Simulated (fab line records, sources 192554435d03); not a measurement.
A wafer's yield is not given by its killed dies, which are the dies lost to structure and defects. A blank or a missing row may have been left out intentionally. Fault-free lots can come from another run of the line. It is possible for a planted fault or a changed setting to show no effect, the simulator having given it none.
fab line records | flow n5Finfet | part 1 of 2: steps 1 to 8 of 9
[record] lots = 7 wafers = 20 lastDay = 19
route steps=1938 shown BEOL_M14@1747 BEOL_M15@1830 PASSIVATION@1936
lots that met no fault: taken from a fault-free run of the same line
startH: hours from the record's opening day to when the first of the lot's shown wafers began | waitH: hours since the lot's step before | " same as the row above | L1.1+2: a single row standing in for several wafers | - no value present, or no start provided | * or withheld: withheld | < > ~ a bound
route shown NAME@n: names a module that has steps shown in the file, with the first one's number in the route | usual: the fault-free wafers' mean and standard deviation | same: alike in all rows | chamber/n: place in a boat | sites: readings site by site | _std_site: standard deviation of those values | _edge_site: mean of outer sites minus mean of inner sites | radiusMm: for every site, how far away it sits from the centre of the wafer | mask NAME#n: copy n | behind: the tool/chamber that last shaped the wafer | hold: what put the lot on hold/how long, in hours/how the hold closed | device: which transistor (n, p or np) failed to switch | end of line: at the end of the route, the tests of the same wafers | step lacking rows: just its recipe | killed: not the wafer's yield, but the dies lost to structure and defects at the first sort | map: per-die view of a wafer (x killed, . not killed, _ where there is no die)
set.NAME: the setting that was run; set.NAME@STEP: the one run at that earlier step | model.NAME: the simulator's own value behind a step, which no gauge read
one table for each step of the route and one row for each wafer, over a sample of lots
services: the hour from which a tool's chamber was out of use, counted from the record's first day as startH (under 0 if before that day), plus the number of hours and why
[[steps]]
[step N5_BEOL_M14_OVL_MEAS_29]
[recipe] pointsPerWafer = 44
[usual] M14_OVL = 3/5.1
// columns lot.wafer tool chamber startH waitH M14_OVL[nm]
L507.3 overlay-01 0 281.10 0.0 4
L507.4 " 0 " " 3
L507.6 " 0 " " 0
L509.1 overlay-01 0 289.71 0.0 15
L509.3 " 0 " " 14
L509.5 " 0 " " 12
L511.2 overlay-02 0 315.20 0.0 0
L511.4 " 0 " " -3
L519.1 overlay-02 0 369.02 0.0 5
L519.3 " 0 " " 11
L519.4 " 0 " " 1
L521.1 overlay-02 0 386.53 0.0 -5
L521.2 " 0 " " -1
L521.4 " 0 " " 2
L525.2 overlay-01 0 408.81 0.0 6
L525.5 " 0 " " 6
L525.6 " 0 " " -2
L527.1 overlay-01 0 423.84 0.0 -2
L527.2 " 0 " " 0
L527.6 " 0 " " 2
[step N5_BEOL_M14_INSPECT_30]
[recipe] mode = adi inspectInstrument = macro
[usual] rawDefectCount = 1.9/1.4
// columns lot.wafer tool chamber startH waitH rawDefectCount
L507.3 defectInspect-02 - 281.13 0.0 6
L507.4 " - " " 2
L507.6 " - " " 2
L509.1 defectInspect-02 - 289.73 0.0 1
L509.3 " - " " 0
L509.5 " - " " 2
L511.2 defectInspect-02 - 315.22 0.0 0
L511.4 " - " " 0
L519.1 defectInspect-02 - 369.04 0.0 0
L519.3 " - " " 4
L519.4 " - " " 1
L521.1 defectInspect-02 - 386.55 0.0 1
L521.2 " - " " 5
L521.4 " - " " 4
L525.2 defectInspect-02 - 408.83 0.0 4
L525.5 " - " " 1
L525.6 " - " " 1
L527.1 defectInspect-01 - 423.86 0.0 1
L527.2 " - " " 4
L527.6 " - " " 2
[step N5_BEOL_M14_ETCH_67]
[recipe] chemistry = CF4 target = SiARC targetDepthA = 1430 timeS = 238.3 ionEnergyEv = 80 pressureMtorr = 40 sourceW = 545 biasW = 36 Ar_flow_sccm = 100 cf4FlowSccm = 100 ends = cleared
[usual] biasW = 35.98/0.11 drypumpMotorCurrentA = 5.6/0.59 etchRfOnTimeS = 234/4.7 oesProductAu = 0.69/0.056 rfVppV = 184.1/1.1 showerheadPlenumPTorr = 2.15/0.07 throttleValvePct = 15.60/0.2
// columns lot.wafer tool chamber startH waitH biasW drypumpMotorCurrentA etchRfOnTimeS oesProductAu rfHoursCounterH rfVppV showerheadPlenumPTorr throttleValvePct
L507.3 rieDiel-05 1 281.40 0.0 36.25 5.5 240 0.60 222 185.0 2.21 16.00
L507.4 " 2 " " 36.03 6.6 231 0.69 90 185.7 2.16 15.43
L507.6 " 3 " " 35.90 5.7 235 0.68 - 182.8 2.07 15.44
L509.1 rieDiel-05 0 289.80 0.0 35.93 5.1 238 0.70 82 184.2 2.17 15.47
L509.3 " 3 " " 35.80 5.7 233 0.68 95 183.9 2.07 15.45
L509.5 " 0 " " 35.99 5.1 235 0.70 - 184.6 2.17 15.45
L511.2 rieDiel-05 2 315.30 0.0 35.96 6.6 227 0.68 101 183.3 2.15 15.42
L511.4 " 1 " " 35.97 5.5 235 0.60 233 184.8 2.21 16.02
L519.1 rieDiel-05 2 369.11 0.0 35.93 6.6 225 0.68 120 185.3 2.15 15.47
L519.3 " 3 " " 36.00 5.7 232 0.66 122 183.7 2.06 15.53
L519.4 " 2 " " 35.85 6.6 227 0.67 - 183.5 2.15 15.48
L521.1 rieDiel-05 2 386.71 0.0 35.88 6.6 226 0.66 126 183.6 2.15 15.48
L521.2 " 0 " " 35.99 5.1 238 0.66 117 185.2 2.16 15.54
L521.4 " 3 " " 35.99 5.7 231 0.66 - 183.9 2.06 15.53
L525.2 rieDiel-05 1 408.90 0.0 35.77 5.5 224 0.85 7 182.8 2.20 15.57
L525.5 " 0 " " 35.91 5.1 241 0.65 - 183.5 2.16 15.56
L525.6 " 1 " " 36.04 5.5 228 0.83 - 184.3 2.20 15.57
L527.1 rieDiel-05 1 423.93 0.0 35.96 5.5 228 0.82 12 184.7 2.20 15.61
L527.2 " 3 " " 35.87 5.7 235 0.64 142 184.1 2.06 15.54
L527.6 " 0 " " 36.05 5.1 240 0.66 - 184.4 2.16 15.57
[step N5_BEOL_M14_TRENCH_ETCH_34]
[recipe] chemistry = C4F8/O2/Ar target = SiO2 targetDepthA = 5566.5 maskMaterial = SOC heInnerTorr = 15 heOuterTorr = 30 timeS = 126.9 ionEnergyEv = 800 pressureMtorr = 20 sourceW = 1905 biasW = 2040 Ar_flow_sccm = 400 C4F8_flow_sccm = 16 O2_flow_sccm = 12
[usual] biasW = 2040/5.5 drypumpMotorCurrentA = 5.6/0.6 oesProductAu = 0.80/0.065 rfVppV = 2215/33 showerheadPlenumPTorr = 3.45/0.11 throttleValvePct = 30.96/0.29
// columns lot.wafer tool chamber startH waitH biasW drypumpMotorCurrentA oesProductAu rfHoursCounterH rfVppV showerheadPlenumPTorr throttleValvePct
L507.3 rieDiel-05 1 281.82 0.0 2032 5.5 0.71 222 2199 3.54 31.22
L507.4 " 2 " " 2043 6.6 0.81 91 2237 3.46 30.72
L507.6 " 3 " " 2039 5.7 0.80 - 2197 3.31 30.45
L509.1 rieDiel-05 0 290.22 0.0 - 5.1 0.82 82 2216 3.48 30.72
L509.3 " 3 " " 2048 5.7 0.80 95 2197 3.31 30.49
L509.5 " 0 " " 2034 5.1 0.82 - 2216 3.47 30.74
L511.2 rieDiel-05 2 315.72 0.0 2037 6.6 0.80 101 2237 3.45 30.75
L511.4 " 1 " " - 5.5 0.69 233 2198 3.54 31.22
L519.1 rieDiel-05 2 369.53 0.0 2045 6.6 0.79 120 2236 3.44 30.75
L519.3 " 3 " " 2034 5.7 0.78 122 2194 3.30 30.52
L519.4 " 2 " " 2047 6.6 0.79 - 2235 3.44 30.76
L521.1 rieDiel-05 2 387.13 0.0 2040 6.6 0.78 127 2234 3.44 30.77
L521.2 " 0 " " 2036 5.1 0.78 118 2214 3.46 30.74
L521.4 " 3 " " 2049 5.7 0.76 - 2195 3.29 30.51
L525.2 rieDiel-05 1 409.32 0.0 2037 5.5 0.99 7 2196 3.52 31.17
L525.5 " 0 " " 2040 5.1 0.78 - 2213 3.45 30.77
L525.6 " 1 " " 2036 5.5 0.98 - 2195 3.52 31.18
L527.1 rieDiel-05 1 424.35 0.0 2044 5.5 0.95 12 2197 3.52 31.17
L527.2 " 3 " " 2039 5.7 0.75 142 2194 3.29 30.51
L527.6 " 0 " " 2045 5.1 0.77 - 2214 3.45 30.77
[step N5_BEOL_M14_OCD_MEAS_35]
[usual] trenchDepthNm = 565/10
// columns lot.wafer tool chamber startH waitH trenchDepthNm
L507.3 ocd-02 - 281.98 0.0 550
L507.4 " - " " 573
L507.6 " - " " 563
L509.1 ocd-01 - 290.38 0.0 532
L509.3 " - " " 567
L509.5 " - " " 562
L511.2 ocd-01 - 315.87 0.0 578
L511.4 " - " " 527
L519.1 ocd-01 - 369.68 0.0 581
L519.3 " - " " 567
L519.4 " - " " 579
L521.1 ocd-02 - 387.29 0.0 577
L521.2 " - " " 559
L521.4 " - " " 564
L525.2 ocd-02 - 409.47 0.0 588
L525.5 " - " " 552
L525.6 " - " " 587
L527.1 ocd-01 - 424.51 0.0 577
L527.2 " - " " 556
L527.6 " - " " 561
[step N5_BEOL_M14_THK_MEAS_50]
[recipe] thkMeasGauge = xrf reads = Cu_of_BEOL_M14_ECD_47
[usual] M14_THK = 595/11
// columns lot.wafer tool chamber startH waitH M14_THK[nm]
L507.3 filmMetro-02 - 287.33 - 579
L507.4 " - " " 604
L507.6 " - " " 594
L509.1 filmMetro-01 - 300.23 - 559
L509.3 " - " " 598
L509.5 " - " " 593
L511.2 filmMetro-01 - 320.86 - 609
L511.4 " - " " 553
L519.1 filmMetro-02 - 373.34 - 610
L519.3 " - " " 594
L519.4 " - " " 606
L521.1 filmMetro-02 - 391.44 - 609
L521.2 " - " " 589
L521.4 " - " " 594
L525.2 filmMetro-01 - 411.96 - 617
L525.5 " - " " 582
L525.6 " - " " 617
L527.1 filmMetro-02 - 431.18 - 610
L527.2 " - " " 588
L527.6 " - " " 590
[step N5_BEOL_M14_RS_MEAS_54]
[recipe] thkMeasGauge = four-point-probe reads = Cu_of_BEOL_M14_ECD_47+Ta_of_BEOL_M14_SPUTTER_44+TaN_of_BEOL_M14_SPUTTER_43
[usual] M14_RS = 0.0327/0.00061
// columns lot.wafer tool chamber startH waitH M14_RS[ohm/sq]
L507.3 filmMetro-02 - 287.46 0.1 0.0336
L507.4 " - " " 0.0322
L507.6 " - " " 0.0327
L509.1 filmMetro-01 - 300.36 0.0 0.0348
L509.3 " - " " 0.0326
L509.5 " - " " 0.0329
L511.2 filmMetro-02 - 320.99 0.1 0.0320
L511.4 " - " " 0.0351
L519.1 filmMetro-01 - 373.46 0.0 0.0317
L519.3 " - " " 0.0325
L519.4 " - " " 0.0319
L521.1 filmMetro-01 - 391.57 0.0 0.0319
L521.2 " - " " 0.0332
L521.4 " - " " 0.0328
L525.2 filmMetro-02 - 412.09 0.1 0.0313
L525.5 " - " " 0.0334
L525.6 " - " " 0.0314
L527.1 filmMetro-02 - 431.31 0.0 0.0320
L527.2 " - " " 0.0333
L527.6 " - " " 0.0329
[step N5_BEOL_M15_RC_MEAS_101]
[usual] COMB_M10 = 1.5e-11/3.2e-12 COMB_M11 = 1.4e-11/3.3e-12 COMB_M12 = 6.2e-12/1.2e-12 COMB_M13 = 4.9e-12/1.3e-12 COMB_M13_max_site = 7e-12/1.9e-12 COMB_M14 = 3.5e-12/8.9e-13 COMB_M15 = 2.4e-12/6.7e-13 COMB_M5 = 3.6e-11/6e-12 COMB_M5_max_site = 5.2e-11/1.1e-11 COMB_M6 = 2.6e-11/4.8e-12 COMB_M7 = 2.6e-11/6.1e-12 COMB_M8 = 2.5e-11/5.2e-12 COMB_M8_max_site = 3.6e-11/8.3e-12 COMB_M9 = 1.4e-11/3.2e-12 SERP_M10 = 3.02/0.094 SERP_M11 = 3.12/0.071 SERP_M11_max_site = 3.22/0.085 SERP_M12 = 0.626/0.017 SERP_M13 = 0.310/0.0065 SERP_M14 = 0.158/0.0036 SERP_M14_max_site = 0.160/0.0035 SERP_M5 = 39.9/1.9 SERP_M6 = 13.9/0.56 SERP_M7 = 14.3/0.48 SERP_M8 = 13.8/0.65 SERP_M9 = 3.14/0.084
// columns lot.wafer tool chamber startH waitH COMB_M10[S/m] COMB_M11[S/m] COMB_M12[S/m] COMB_M13[S/m] COMB_M13_max_site[S/m] COMB_M14[S/m] COMB_M15[S/m] COMB_M5[S/m] COMB_M5_max_site[S/m] COMB_M6[S/m] COMB_M7[S/m] COMB_M8[S/m] COMB_M8_max_site[S/m] COMB_M9[S/m] SERP_M10[ohm/um] SERP_M11[ohm/um] SERP_M11_max_site[ohm/um] SERP_M12[ohm/um] SERP_M13[ohm/um] SERP_M14[ohm/um] SERP_M14_max_site[ohm/um] SERP_M5[ohm/um] SERP_M6[ohm/um] SERP_M7[ohm/um] SERP_M8[ohm/um] SERP_M9[ohm/um]
L507.3 prober-02 0 300.45 0.3 1.7e-11 1.3e-11 7e-12 3.1e-12 3.8e-12 3.1e-12 1.8e-12 4.6e-11 5.7e-11 2.8e-11 2.3e-11 3.2e-11 4.1e-11 1.5e-11 2.93 3.17 3.23 0.594 0.307 0.161 0.164 42.0 14.1 14.3 14.5 2.96
L507.4 " 0 " " 1.5e-11 1.2e-11 7e-12 4.4e-12 7.5e-12 5e-12 1.3e-12 3.6e-11 5.2e-11 2e-11 2.2e-11 2.2e-11 4.3e-11 1.4e-11 2.87 3.28 3.34 0.619 0.312 0.155 0.156 39.6 13.5 14.7 13.2 3.00
L507.6 " 0 " " 2.5e-11 2.1e-11 4.5e-12 4.8e-12 6.4e-12 3.2e-12 3.3e-12 4e-11 7.1e-11 3.1e-11 3e-11 3.2e-11 4.2e-11 1.1e-11 2.98 3.17 3.28 0.613 0.307 0.161 0.162 41.3 13.6 14.0 14.2 3.00
L509.1 prober-02 0 305.46 0.4 1.6e-11 1.2e-11 6.2e-12 5.9e-12 1.01e-11 3.6e-12 1.7e-12 3.3e-11 5.4e-11 2.3e-11 2.7e-11 2.5e-11 3.2e-11 1e-11 3.17 3.00 3.08 0.631 0.319 0.169 0.171 38.7 14.7 14.9 14.2 3.07
L509.3 " 0 " " 1.5e-11 1.2e-11 4.2e-12 4e-12 6e-12 3.4e-12 1.2e-12 2.2e-11 2.6e-11 2.6e-11 3.1e-11 2e-11 3.1e-11 1.2e-11 3.04 3.07 3.14 0.629 0.314 0.161 0.163 37.1 14.0 14.1 13.0 3.13
L509.5 " 0 " " 1.5e-11 1.6e-11 5.4e-12 4.4e-12 5.3e-12 3.4e-12 1.9e-12 3.6e-11 5.8e-11 2e-11 2.9e-11 2.5e-11 3.2e-11 1.1e-11 2.96 3.10 3.16 0.641 0.320 0.158 0.159 37.9 14.6 14.3 12.8 3.12
L511.2 prober-01 0 327.86 0.2 1.4e-11 1.7e-11 6.5e-12 6.7e-12 7.8e-12 4.3e-12 2.3e-12 3.5e-11 4.6e-11 3.1e-11 3.2e-11 2.9e-11 3.5e-11 1.4e-11 3.00 3.17 3.25 0.635 0.306 0.157 0.158 45.6 13.9 15.0 14.0 3.09
L511.4 " 0 " " 1.4e-11 1.4e-11 7.3e-12 8.2e-12 9.3e-12 4e-12 2.2e-12 3.8e-11 4.6e-11 3e-11 5.1e-11 2.1e-11 3.5e-11 1.4e-11 3.06 3.09 3.16 0.635 0.313 0.169 0.172 42.0 13.6 13.6 13.5 3.10
L519.1 prober-01 0 382.14 0.3 1.5e-11 1.2e-11 6.8e-12 5.3e-12 8.2e-12 3.6e-12 3.1e-12 3.1e-11 4.9e-11 2.2e-11 2.2e-11 2.6e-11 4.4e-11 1.1e-11 3.20 3.15 3.22 0.666 0.321 0.152 0.154 40.3 14.0 13.9 13.1 3.26
L519.3 " 0 " " 2.3e-11 1.3e-11 7.1e-12 4.9e-12 5.7e-12 4.2e-12 3.4e-12 2.8e-11 3.3e-11 2.9e-11 2e-11 2.5e-11 3.8e-11 1.1e-11 3.03 3.13 3.19 0.619 0.309 0.159 0.160 42.2 14.2 13.8 13.3 3.15
L519.4 " 0 " " 1.6e-11 1.2e-11 4.5e-12 5.6e-12 8.1e-12 4.4e-12 3.2e-12 3e-11 4.4e-11 2.4e-11 2.4e-11 3.5e-11 4.5e-11 1.2e-11 3.08 3.00 3.17 0.636 0.310 0.155 0.156 44.1 14.2 13.6 12.9 3.01
L521.1 prober-02 0 400.75 0.0 1.3e-11 2.2e-11 5.9e-12 3.7e-12 4.3e-12 4e-12 1.5e-12 3.4e-11 5.3e-11 2.8e-11 2.4e-11 1.8e-11 2.9e-11 1.1e-11 3.16 3.15 3.29 0.610 0.312 0.156 0.156 38.5 14.1 14.6 14.4 3.26
L521.2 " 0 " " 1.9e-11 1.5e-11 7e-12 2.1e-12 3.9e-12 3.9e-12 2e-12 3.6e-11 4.2e-11 2.6e-11 2e-11 1.7e-11 2.2e-11 1e-11 3.11 3.20 3.26 0.609 0.312 0.158 0.160 37.3 14.0 13.9 14.6 3.17
L521.4 " 0 " " 1.6e-11 1.6e-11 6.4e-12 4e-12 5e-12 3.6e-12 1.2e-12 3.4e-11 5e-11 2.4e-11 3.1e-11 2.4e-11 3.9e-11 1.1e-11 2.97 3.13 3.22 0.613 0.308 0.160 0.163 37.4 13.2 14.8 13.7 3.17
L525.2 prober-01 0 420.82 0.2 1.5e-11 1.6e-11 6e-12 4.9e-12 7.4e-12 2.6e-12 4.1e-12 3.3e-11 7e-11 2.4e-11 2.1e-11 2.8e-11 4.9e-11 1.7e-11 3.23 3.16 3.20 0.605 0.320 0.148 0.150 41.6 13.8 13.9 14.0 3.19
L525.5 " 0 " " 1.1e-11 1.2e-11 4.6e-12 4.7e-12 5.5e-12 4.2e-12 3.1e-12 4e-11 5.4e-11 2.1e-11 2.4e-11 3.1e-11 4.4e-11 1.5e-11 2.98 3.21 3.27 0.614 0.320 0.159 0.160 39.8 14.1 14.0 13.5 3.20
L525.6 " 0 " " 2e-11 1.2e-11 5.3e-12 4.3e-12 5.8e-12 4.2e-12 3.6e-12 3.1e-11 4.7e-11 2.2e-11 3.2e-11 2.6e-11 3.7e-11 1.3e-11 2.94 3.04 3.32 0.624 0.312 0.149 0.151 41.2 13.4 14.7 13.2 3.18
L527.1 prober-01 0 437.61 0.0 1.1e-11 1.7e-11 6.1e-12 5.9e-12 7.9e-12 3.3e-12 2.6e-12 2.7e-11 3.4e-11 3.1e-11 2.2e-11 2.9e-11 4.7e-11 1.5e-11 3.02 3.19 3.25 0.632 0.315 0.154 0.156 38.4 13.5 14.0 14.0 3.34
L527.2 " 0 " " 1.2e-11 1.4e-11 8.8e-12 5.9e-12 8.6e-12 3.7e-12 3.2e-12 3.5e-11 4.6e-11 2.5e-11 3.6e-11 2e-11 3.1e-11 1.6e-11 2.89 3.11 3.18 0.632 0.326 0.163 0.165 36.2 13.3 15.2 13.3 3.08
L527.6 " 0 " " 1.6e-11 1e-11 7e-12 6.4e-12 9.5e-12 3.8e-12 2.3e-12 3.7e-11 4.8e-11 2.6e-11 2.5e-11 2.6e-11 3.2e-11 1.4e-11 2.95 3.13 3.19 0.633 0.317 0.157 0.159 37.7 13.9 14.1 13.8 3.10
// sites SERP_M14 radiusMm=0,75,75,75,75,140,140,140,140
L507.3 0.161 0.162 0.164 0.163 0.162 0.161 0.160 0.161 0.161
L509.1 0.169 0.171 0.170 0.169 0.168 0.167 0.166 0.169 0.168
L511.2 0.157 0.156 0.158 0.157 0.156 0.157 0.157 0.156 0.156
L519.1 0.153 0.152 0.151 0.151 0.154 0.152 0.152 0.150 0.151
L521.1 0.154 0.154 0.156 0.156 0.155 0.156 0.156 0.156 0.156
L525.2 0.148 0.148 0.149 0.148 0.149 0.147 0.147 0.150 0.149
L527.1 0.156 0.156 0.153 0.154 0.155 0.155 0.154 0.152 0.154
[[key]]
[firstSign] step = N5_BEOL_M14_OCD_MEAS_35 reading = trenchDepthNm direction = down sigmas = 3.4 usual = 565 struck = 529
[effect] step = N5_BEOL_M14_THK_MEAS_50 reading = M14_THK direction = down sigmas = 3.3 usual = 595 struck = 556
[effect] step = N5_BEOL_M14_RS_MEAS_54 reading = M14_RS direction = up sigmas = 3.7 usual = 0.0327 struck = 0.0349
[effect] step = N5_BEOL_M15_RC_MEAS_101 reading = SERP_M14 direction = up sigmas = 3 usual = 0.158 struck = 0.169
metAt N5_BEOL_M14_TRENCH_ETCH_34
struckLots L509,L511
struckWafers L509.1,L511.4
[baselineLoss] step = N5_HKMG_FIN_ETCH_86 wafers = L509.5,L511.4
notActingAt N5_BEOL_M14_OVL_MEAS_29,N5_BEOL_M14_INSPECT_30,N5_BEOL_M14_ETCH_67
onsetBetween 281.82 290.22
[fault] kind = processParameterDrift tool = rieDiel-05 chamber = - onsetH = 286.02 steps = N5_BEOL_M14_TRENCH_ETCH_34 channel = timeS offset = * shape = step endH = 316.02 scope = struckWafersOnly actsIn = * stated = *
// baselineLoss: these wafers lose ten dies or more at that step, a loss of the line's own and not of a fault; the sort's usual values leave them out
